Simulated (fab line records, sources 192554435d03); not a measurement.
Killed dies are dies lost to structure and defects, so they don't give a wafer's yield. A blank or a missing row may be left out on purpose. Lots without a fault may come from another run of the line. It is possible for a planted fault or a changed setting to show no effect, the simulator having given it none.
fab line records | flow n5Finfet
[record] lots = 11 wafers = 31 lastDay = 17
route steps=1938 shown BEOL_M13@1671 PASSIVATION@1936
lots that met no fault: taken from a fault-free run of the same line
startH: start of the lot's first displayed wafer, in hours after the record's first day | waitH: time in hours since the lot's previous step | " the same as in the row above | L1.1+2: a single row standing in for several wafers | - no value, or no start was given | * or withheld: withheld | < > ~ a bound
route shown NAME@n: names a module that has steps shown in the file, with the first one's number in the route | usual: average and standard deviation across the fault-free wafers | same: alike in all rows | chamber/n: place in a boat | sites: each site's reading | _std_site: standard deviation of those values | _edge_site: outer sites' mean less inner sites' | radiusMm: how far each site lies from the wafer's centre | mask NAME#n: copy n | behind: the last tool/chamber to shape the wafer | hold: why the lot went on hold/how many hours it stayed there/how the hold came to an end | device: the n, p or np transistor that did not switch | end of line: the same wafers' tests at the end of the route | step lacking rows: just its recipe | killed: the dies lost at the first sort to structure and to defects; this is not the yield of the wafer | map: per-die view of a wafer (x killed, . not killed, _ where there is no die)
set.NAME: the setting the step ran with; set.NAME@STEP: the setting that earlier step ran with | model.NAME: the simulator's own value behind a step, which no gauge read
route steps across a sampled set of lots; one table per step, one row per wafer
services: when a tool's chamber went out of use (startH, in hours from the record's first day, below 0 if earlier), for how many hours, and the reason
[[steps]]
[step N5_BEOL_M13_INSPECT_12]
[recipe] mode = adi inspectInstrument = macro
[usual] rawDefectCount = 2.0/1.4
// columns lot.wafer tool chamber startH waitH rawDefectCount
L970.3 defectInspect-01 - 223.84 0.0 0
L970.4 " - " " 1
L970.5 " - " " 1
L971.1 defectInspect-01 - 242.54 0.0 1
L971.2 " - " " 5
L971.3 " - " " 2
L977.2 defectInspect-02 - 275.86 0.0 3
L977.3 " - " " 2
L977.4 " - " " 0
L978.2 defectInspect-02 - 286.54 0.0 0
L978.3 " - " " 3
L978.6 " - " " 4
L980.1 defectInspect-02 - 297.28 0.0 4
L980.6 " - " " 3
L979.1 defectInspect-01 - 301.37 0.0 1
L979.4 " - " " 1
L979.5 " - " " 0
L982.1 defectInspect-01 - 315.37 0.0 0
L982.3 " - " " 0
L982.4 " - " " 3
L984.1 defectInspect-02 - 320.36 0.0 4
L984.4 " - " " 3
L984.5 " - " " 2
L985.2 defectInspect-01 - 325.85 0.0 3
L985.5 " - " " 2
L985.6 " - " " 4
L986.3 defectInspect-02 - 332.65 0.0 2
L986.5 " - " " 2
L992.1 defectInspect-02 - 371.44 0.0 0
L992.5 " - " " 0
L992.6 " - " " 4
[step N5_BEOL_M13_STRIP_64]
[recipe] chemistry = N2/H2 powerW = 1000 tempC = 250 h2Frac = 0.65 overashFraction = 0.3 pressureMtorr = withheld n2FlowSccm = 1750 h2FlowSccm = 3250
[usual] drypumpMotorCurrentA = 5.4/0.65 heaterPowerW = 308/8.8 oesProductAu = 0.716/0.0042 stripTimeToEndpointS = 31.30/0.078
// columns lot.wafer tool chamber startH waitH drypumpMotorCurrentA heaterPowerW oesProductAu rfHoursCounterH stripTimeToEndpointS
L970.3 plasmaAsher-01 0 224.27 0.0 5.9 314 0.718 - 31.32
L970.4 " 1 " " 4.7 316 0.720 - 31.28
L970.5 " 0 " " 5.9 311 0.723 - 31.26
L971.1 plasmaAsher-02 1 242.96 0.0 6.2 308 0.716 117 31.37
L971.2 " 0 " " 4.8 298 0.711 117 31.36
L971.3 " 0 " " 4.8 291 0.711 - 31.35
L977.2 plasmaAsher-02 0 276.60 0.0 4.8 299 0.713 124 31.31
L977.3 " 1 " " 6.2 314 0.716 - 31.27
L977.4 " 0 " " 4.8 300 0.709 - 31.25
L978.2 plasmaAsher-01 1 287.12 0.0 4.7 313 0.717 84 31.20
L978.3 " 1 " " 4.7 324 0.716 - 31.24
L978.6 " 0 " " 5.9 314 0.718 - 31.16
L980.1 plasmaAsher-02 0 297.70 0.0 4.8 303 0.722 126 31.37
L980.6 " 1 " " 6.2 310 0.716 - 31.36
L979.1 plasmaAsher-01 1 301.78 0.0 4.7 300 0.715 88 31.19
L979.4 " 0 " " 5.9 314 0.711 - 31.17
L979.5 " 1 " " 4.7 313 0.709 - 31.21
L982.1 plasmaAsher-02 1 315.89 0.0 6.1 305 0.710 130 31.38
L982.3 " 1 " " 6.2 312 0.717 - 31.32
L982.4 " 0 " " 4.8 296 0.719 - 31.35
L984.1 plasmaAsher-02 1 320.78 0.0 6.2 311 0.714 130 31.30
L984.4 " 1 " " 6.2 297 0.710 - 31.40
L984.5 " 1 " " 6.2 309 0.721 - 31.36
L985.2 plasmaAsher-01 0 326.27 0.0 5.9 305 0.721 93 31.17
L985.5 " 1 " " 4.7 319 0.715 - 31.22
L985.6 " 0 " " 5.9 308 0.721 - 31.17
L986.3 plasmaAsher-02 0 333.09 0.0 4.8 290 0.712 - 31.34
L986.5 " 0 " " 4.8 297 0.725 - 31.17
L992.1 plasmaAsher-02 0 371.86 0.0 4.8 303 0.713 140 31.30
L992.5 " 0 " " 4.8 294 0.715 - 31.25
L992.6 " 1 " " 6.2 313 0.716 - 31.25
[step N5_BEOL_M13_ANNEAL_48]
[recipe] tempC = 225 timeS = 90 ambient = N2
[usual] wafer_temp_C_max = 225.96/0.27
// columns lot.wafer tool chamber startH waitH wafer_temp_C_max
L970.3 rtpAnneal-01 0 229.05 0.2 225.54
L970.4 " 0 " " 226.06
L970.5 " 0 " " 225.88
L971.1 rtpAnneal-01 0 247.97 0.5 226.15
L971.2 " 0 " " 225.94
L971.3 " 0 " " 226.23
L977.2 rtpAnneal-02 0 279.85 0.2 225.93
L977.3 " 0 " " 225.72
L977.4 " 0 " " 226.10
L978.2 rtpAnneal-02 0 291.31 0.2 225.91
L978.3 " 0 " " 226.11
L978.6 " 0 " " 225.93
L980.1 rtpAnneal-02 0 301.13 0.3 225.71
L980.6 " 0 " " 225.95
L979.1 rtpAnneal-02 0 304.13 0.1 225.61
L979.4 " 0 " " 225.21
L979.5 " 0 " " 225.47
L982.1 rtpAnneal-02 0 319.60 0.1 225.66
L982.3 " 0 " " 225.66
L982.4 " 0 " " 225.51
L984.1 rtpAnneal-01 0 327.13 0.1 225.83
L984.4 " 0 " " 225.77
L984.5 " 0 " " 226.45
L985.2 rtpAnneal-02 0 330.99 0.2 226.21
L985.5 " 0 " " 225.96
L985.6 " 0 " " 226.06
L986.3 rtpAnneal-01 0 336.89 0.2 225.85
L986.5 " 0 " " 225.88
L992.1 rtpAnneal-02 0 377.55 0.1 225.83
L992.5 " 0 " " 225.99
L992.6 " 0 " " 225.78
[step N5_BEOL_M13_CMP_49]
[recipe] stopOn = SiOC tOverpolishS = 17.1 downForcePsi = 1 platenRpm = 50 clearingPlatenDownForcePsi = 1.5 clearingPlatenRpm = 50 postCmpClean = cuAlkaline targetThkNm = 420 clearingPlatenPadVelocityMS = 0.99484 padVelocityMS = 0.99484
[usual] barrierFieldEndpointS = 30.3/0.99 edgeZonePressureFrac = 0.999/0.0049 headPressurePsi = 0.9999/0.0021 motorCurrentA = 6.1/0.56 overpolishRunS = 17.099/0.0095 slurryFilterDpKPa = 13.54/0.15
[same] tOverpolishS = 17.1
// columns lot.wafer tool chamber startH waitH barrierFieldEndpointS edgeZonePressureFrac headPressurePsi motorCurrentA overpolishRunS slurryFilterDpKPa
L970.4 cmp-04 0 229.42 0.3 31.2 0.997 0.9958 6.9 17.089 13.88
L970.3 " 2 " " 30.6 0.999 0.9971 5.9 17.093 13.71
L970.5 " 3 " " 29.9 0.992 1.0020 5.7 17.102 13.29
L971.3 cmp-01 3 248.78 0.7 31.9 0.995 1.0001 6.1 17.107 13.31
L971.2 " 1 " " 30.0 0.989 0.9978 6.4 17.117 13.67
L971.1 " 2 " " 30.2 1.008 0.9996 6.5 17.100 13.62
L977.2 cmp-04 2 280.15 0.3 30.8 1.004 0.9968 6.3 17.093 13.64
L977.4 " 3 " " 29.8 0.995 0.9979 5.6 17.106 13.35
L977.3 " 0 " " 31.5 1.004 0.9952 6.5 17.105 13.43
L978.2 cmp-04 1 291.56 0.2 29.0 1.001 1.0024 5.3 17.097 13.93
L978.3 " 0 " " 30.0 1.004 0.9986 6.9 17.092 13.62
L978.6 " 2 " " 30.3 1.008 0.9992 6.2 17.110 13.72
L980.1 cmp-04 3 301.44 0.3 29.1 0.999 0.9976 5.7 17.095 13.24
L980.6 " 3 " " 28.4 0.992 0.9983 6.0 17.109 13.58
L979.1 cmp-02 0 304.43 0.3 30.0 0.998 0.9978 5.7 17.106 13.56
L979.4 " 3 " " 31.3 1.000 0.9988 6.1 17.102 13.72
L979.5 " 0 " " 28.6 0.998 1.0027 5.7 17.081 13.65
L982.3 cmp-02 3 319.90 0.2 31.6 1.000 0.9976 5.9 17.105 13.49
L982.1 " 1 " " 29.5 0.997 1.0012 6.2 17.095 13.67
L982.4 " 2 " " 29.7 0.989 1.0037 5.4 17.101 13.63
L984.1 cmp-02 0 327.50 0.3 31.0 1.001 0.9986 5.5 17.103 13.58
L984.4 " 1 " " 30.0 0.997 0.9999 5.9 17.098 13.71
L984.5 " 3 " " 31.8 0.993 0.9954 5.8 17.071 13.38
L985.2 cmp-02 2 331.35 0.3 16.8 1.003 1.0003 5.6 17.093 13.60
L985.5 " 3 " " 32.5 0.993 0.9998 5.9 17.103 13.63
L985.6 " 0 " " 30.0 1.000 1.0019 5.5 17.102 13.48
L986.3 cmp-04 3 337.10 0.2 30.6 1.005 0.9992 5.5 17.093 13.56
L986.5 " 3 " " 29.9 0.994 1.0019 5.3 17.092 13.66
L992.1 cmp-01 2 377.84 0.3 30.6 0.996 0.9972 7.0 17.096 13.20
L992.6 " 2 " " 31.2 0.989 1.0030 7.0 17.095 13.61
L992.5 " 3 " " 31.8 0.997 1.0006 6.2 17.101 13.42
[step N5_PASSIVATION_PROBE_49]
[usual] defectLimitedYield = 91.4/1.4 killed_at_M0_to_M3 = 34/8.9 killed_at_M4_up = 13/4.6 killedAtContacts = 12/5.5 killedAtFrontEnd = 41/11 killedAtOther = 3.1/2.9 killedDies = 102/16 killedOpen = 66/11 killedShort = 34/7.6 sort_bin_5_function = 5.1/0.89 sort_bin_6_memory = 3.2/0.61 sort_bin_8_speed = 0.02/0.12 sortNPass = 1078/16 sortYieldPct = 91.3/1.4
[same] grossDies = 1180 killedAtBackSide = 0 sort_bin_4_leakage[%] = 0
// columns lot.wafer tool chamber startH waitH defectLimitedYield[%] killed_at_M0_to_M3 killed_at_M4_up killedAtContacts killedAtFrontEnd killedAtOther killedDies killedOpen killedShort sort_bin_5_function[%] sort_bin_6_memory[%] sort_bin_8_speed[%] sortNPass sortYieldPct[%]
L970.3 prober-02 - 264.56 0.1 92.5 32 9 6 41 0 88 59 26 4.0 3.1 0 1092 92.5
L970.4 prober-02 - 264.61 0.2 89.5 50 6 4 56 8 124 74 50 5.8 4.1 0 1056 89.5
L970.5 prober-02 - 264.66 0.2 90.3 35 6 25 41 7 114 69 45 6.0 3.3 0 1066 90.3
L971.1 prober-01 - 276.02 0.0 91.2 30 15 9 48 2 104 72 30 5.8 3.1 0 1076 91.2
L971.2 prober-01 - 276.07 0.1 89.3 39 8 9 67 3 126 77 44 6.7 3.7 0 1054 89.3
L971.3 prober-01 - 276.12 0.1 91.9 26 8 9 50 2 95 59 36 5.3 2.4 0 1085 91.9
L977.2 prober-01 - 305.85 0.1 89.2 32 11 10 67 7 127 75 42 5.9 3.9 0 1053 89.2
L977.3 prober-01 - 305.90 0.1 90.1 35 9 16 52 5 117 70 47 6.2 3.4 0 1063 90.1
L977.4 prober-01 - 305.95 0.2 90.5 28 13 18 53 0 112 73 38 5.4 3.7 0 1068 90.5
L978.2 prober-01 - 314.16 0.1 89.6 24 23 34 41 1 123 76 42 5.7 3.9 0 1057 89.6
L978.3 prober-01 - 314.21 0.1 90.7 27 9 26 45 3 110 76 30 5.8 3.2 0 1070 90.7
L978.6 prober-01 - 314.36 0.3 91.3 28 10 16 44 5 103 69 32 4.6 3.9 0 1077 91.3
L980.1 prober-02 - 329.95 0.0 93.8 22 25 5 20 1 73 52 21 4.0 2.1 0 1107 93.8
L980.6 prober-02 - 330.20 0.3 90.7 39 15 12 38 6 110 71 39 5.5 3.6 1.36 1054 89.3
L979.1 prober-02 - 332.69 0.0 89.7 39 13 21 46 2 121 78 36 5.5 3.9 0 1059 89.7
L979.4 prober-02 - 332.84 0.2 89.5 37 16 15 53 3 124 94 27 6.1 4.2 0 1056 89.5
L979.5 prober-02 - 332.89 0.2 92.9 19 13 10 37 5 84 62 21 4.4 2.5 0 1096 92.9
L986.3 prober-02 - 362.56 0.1 93.5 32 14 7 21 3 77 46 29 4.4 1.9 0 1103 93.5
L986.5 prober-02 - 362.66 0.2 91.4 34 24 7 34 2 101 70 26 4.8 3.3 0 1079 91.4
// killed by level:class
L970.3 BEOL_M3:geometricParticle:open=14 FIN_SAQP:geometricParticle:open=10 FIN_SAQP:geometricParticle:short=6 BEOL_M1:geometricParticle:open=6 MOL_CONTACT_COAG:geometricParticle:open=5 GATE_CUT:geometricParticle:short=4 BEOL_M2:geometricParticle:open=4 STI_FIN_REVEAL:geometricParticle:open=3
L970.4 BEOL_M0_SAQP:geometricParticle:open=17 BEOL_M0_SAQP:geometricParticle:short=11 FIN_SAQP:geometricParticle:short=9 FIN_SAQP:geometricParticle:open=9 GATE_CUT:geometricParticle:short=8 BEOL_M1:geometricParticle:open=6 STI_FIN_REVEAL:geometricParticle:open=5 DUMMY_GATE:geometricParticle:open=5
L970.5 MOL_CONTACT_COAG:geometricParticle:open=19 BEOL_M2:geometricParticle:open=9 FIN_SAQP:geometricParticle:open=8 BEOL_M0_SAQP:geometricParticle:short=8 BEOL_M3:geometricParticle:open=8 GATE_CUT:geometricParticle:short=6 GATE_CUT:geometricParticle:open=6 MOL_CONTACT_COAG:geometricParticle:short=6
L971.1 STI_FIN_REVEAL:geometricParticle:open=22 BEOL_M0_SAQP:geometricParticle:short=9 FIN_SAQP:geometricParticle:open=6 MOL_CONTACT_COAG:geometricParticle:open=6 BEOL_M2:geometricParticle:open=6 FIN_SAQP:geometricParticle:short=4 DUMMY_GATE:geometricParticle:open=4 BEOL_M0_SAQP:geometricParticle:open=4
L971.2 BEOL_M0_SAQP:geometricParticle:open=17 FIN_SAQP:geometricParticle:open=15 STI_FIN_REVEAL:geometricParticle:open=13 FIN_SAQP:geometricParticle:short=12 MOL_CONTACT_COAG:geometricParticle:open=8 BEOL_M0_SAQP:geometricParticle:short=8 DUMMY_GATE:geometricParticle:open=5 BEOL_M1:geometricParticle:open=5
L971.3 STI_FIN_REVEAL:geometricParticle:open=16 FIN_SAQP:geometricParticle:short=14 MOL_CONTACT_COAG:geometricParticle:open=8 DUMMY_GATE:geometricParticle:open=6 BEOL_M0_SAQP:geometricParticle:short=6 BEOL_M0_SAQP:geometricParticle:open=5 STARTING-WAFER:geometricParticle:short=5 BEOL_M1:geometricParticle:open=4
L977.2 STI_FIN_REVEAL:geometricParticle:open=15 DUMMY_GATE:geometricParticle:open=9 HKMG_FIN:areaEtch=9 MOL_CONTACT_COAG:geometricParticle:open=8 FIN_SAQP:geometricParticle:short=7 BEOL_M0_SAQP:geometricParticle:short=7 BEOL_M1:geometricParticle:open=7 FIN_SAQP:geometricParticle:open=6
L977.3 STI_FIN_REVEAL:geometricParticle:open=22 BEOL_M0_SAQP:geometricParticle:short=16 BEOL_M0_SAQP:geometricParticle:open=13 MOL_CONTACT_COAG:geometricParticle:open=12 STI_FIN_REVEAL:geometricParticle:short=5 FIN_SAQP:geometricParticle:short=4 FIN_SAQP:geometricParticle:open=4 DUMMY_GATE:geometricParticle:open=4
L977.4 FIN_SAQP:geometricParticle:short=17 MOL_CONTACT_COAG:geometricParticle:open=16 FIN_SAQP:geometricParticle:open=14 BEOL_M0_SAQP:geometricParticle:short=9 STI_FIN_REVEAL:geometricParticle:open=6 BEOL_M2:geometricParticle:open=6 BEOL_M4:geometricParticle:open=6 BEOL_M0_SAQP:geometricParticle:open=4
L978.2 MOL_CONTACT_COAG:geometricParticle:open=29 FIN_SAQP:geometricParticle:short=11 STI_FIN_REVEAL:geometricParticle:open=7 BEOL_M4:geometricParticle:open=7 BEOL_M0_SAQP:geometricParticle:open=6 GATE_CUT:geometricParticle:short=5 MOL_CONTACT_COAG:geometricParticle:short=5 BEOL_M1:geometricParticle:short=5
L978.3 MOL_CONTACT_COAG:geometricParticle:open=19 FIN_SAQP:geometricParticle:open=8 FIN_SAQP:geometricParticle:short=7 MOL_CONTACT_COAG:geometricParticle:short=7 STI_FIN_REVEAL:geometricParticle:open=6 BEOL_M3:geometricParticle:open=6 BEOL_M1:geometricParticle:open=6 BEOL_M0:geometricParticle:open=5
L978.6 MOL_CONTACT_COAG:geometricParticle:open=12 STI_FIN_REVEAL:geometricParticle:open=9 FIN_SAQP:geometricParticle:open=7 BEOL_M3:geometricParticle:open=6 GATE_CUT:geometricParticle:open=5 BEOL_M2:geometricParticle:short=5 STI_FIN_REVEAL:geometricParticle:short=4 MOL_CONTACT_COAG:geometricParticle:short=4
L980.1 BEOL_M4:geometricParticle:open=8 BEOL_M0_SAQP:geometricParticle:short=7 BEOL_M8:geometricParticle:open=6 FIN_SAQP:geometricParticle:open=4 MOL_CONTACT_COAG:geometricParticle:open=4 BEOL_M0_SAQP:geometricParticle:open=4 BEOL_M1:geometricParticle:open=4 GATE_CUT:geometricParticle:open=3
L980.6 FIN_SAQP:geometricParticle:short=11 MOL_CONTACT_COAG:geometricParticle:open=10 BEOL_M1:geometricParticle:open=10 BEOL_M0_SAQP:geometricParticle:short=9 FIN_SAQP:geometricParticle:open=7 BEOL_M2:geometricParticle:open=7 BEOL_M4:geometricParticle:open=6 BEOL_M0_SAQP:geometricParticle:open=5
L979.1 MOL_CONTACT_COAG:geometricParticle:open=19 FIN_SAQP:geometricParticle:open=11 BEOL_M0_SAQP:geometricParticle:short=11 BEOL_M3:geometricParticle:open=10 BEOL_M4:geometricParticle:open=8 FIN_SAQP:geometricParticle:short=7 HKMG_FIN:areaEtch=7 STI_FIN_REVEAL:geometricParticle:open=6
L979.4 STI_FIN_REVEAL:geometricParticle:open=19 BEOL_M3:geometricParticle:open=16 FIN_SAQP:geometricParticle:open=15 MOL_CONTACT_COAG:geometricParticle:open=12 FIN_SAQP:geometricParticle:short=6 BEOL_M0_SAQP:geometricParticle:open=6 BEOL_M2:geometricParticle:open=5 BEOL_M5:geometricParticle:open=4
L979.5 FIN_SAQP:geometricParticle:short=10 MOL_CONTACT_COAG:geometricParticle:open=10 FIN_SAQP:geometricParticle:open=8 BEOL_M3:geometricParticle:open=7 STI_FIN_REVEAL:geometricParticle:open=5 DUMMY_GATE:geometricParticle:open=5 BEOL_M0_SAQP:geometricParticle:open=4 BEOL_M4:geometricParticle:open=4
L986.3 BEOL_M0_SAQP:geometricParticle:open=9 MOL_CONTACT_COAG:geometricParticle:open=7 BEOL_M0_SAQP:geometricParticle:short=7 BEOL_M4:geometricParticle:open=7 FIN_SAQP:geometricParticle:open=4 BEOL_M3:geometricParticle:open=4 FIN_SAQP:geometricParticle:short=3 BEOL_M1:geometricParticle:open=3
L986.5 BEOL_M4:geometricParticle:open=15 BEOL_M1:geometricParticle:open=11 STI_FIN_REVEAL:geometricParticle:open=7 FIN_SAQP:geometricParticle:open=6 MOL_CONTACT_COAG:geometricParticle:open=6 BEOL_M0_SAQP:geometricParticle:short=6 BEOL_M3:geometricParticle:open=5 GATE_CUT:geometricParticle:short=5
[[services]]
// columns tool chamber startH hours kind
cmp-02 - 202.92 8.9 pm
cmp-01 - 210.70 7.7 pm
cmp-01 - 220.48 4.0 pm
cmp-01 - 224.48 - consumableReplace:conditioner
cmp-01 - 224.48 - consumableReplace:pad
cmp-02 - 244.64 4.0 pm
cmp-02 - 248.64 - consumableReplace:conditioner
cmp-02 - 248.64 - consumableReplace:pad
plasmaAsher-02 - 267.50 2.8 pm
cmp-01 - 272.34 2.0 repair
cmp-02 - 277.85 2.9 repair
plasmaAsher-02 - 283.12 9.5 repair
cmp-04 - 285.28 2.5 repair
rtpAnneal-02 - 285.43 1.1 pm
cmp-02 - 290.07 2.5 repair
cmp-01 - 307.40 6.7 repair
cmp-02 - 321.75 4.9 repair
plasmaAsher-01 - 337.33 0.8 repair
rtpAnneal-02 - 337.94 7.2 pm
plasmaAsher-01 - 343.98 1.4 repair
cmp-04 - 346.21 3.6 pm
[[key]]
[firstSign] step = N5_BEOL_M13_CMP_49 reading = barrierFieldEndpointS direction = down sigmas = 14 usual = 30.3 struck = 16.8
effect none on later readings
metAt N5_BEOL_M13_CMP_49
struckLots L985
struckWafers L985.2
notActingAt N5_BEOL_M13_INSPECT_12,N5_BEOL_M13_STRIP_64,N5_BEOL_M13_ANNEAL_48
onsetBetween 319.90 331.35
[fault] kind = processParameterDrift tool = cmp-02 chamber = 2 onsetH = 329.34 steps = N5_BEOL_M13_CMP_49 channel = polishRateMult offset = 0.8 shape = step endH = 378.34
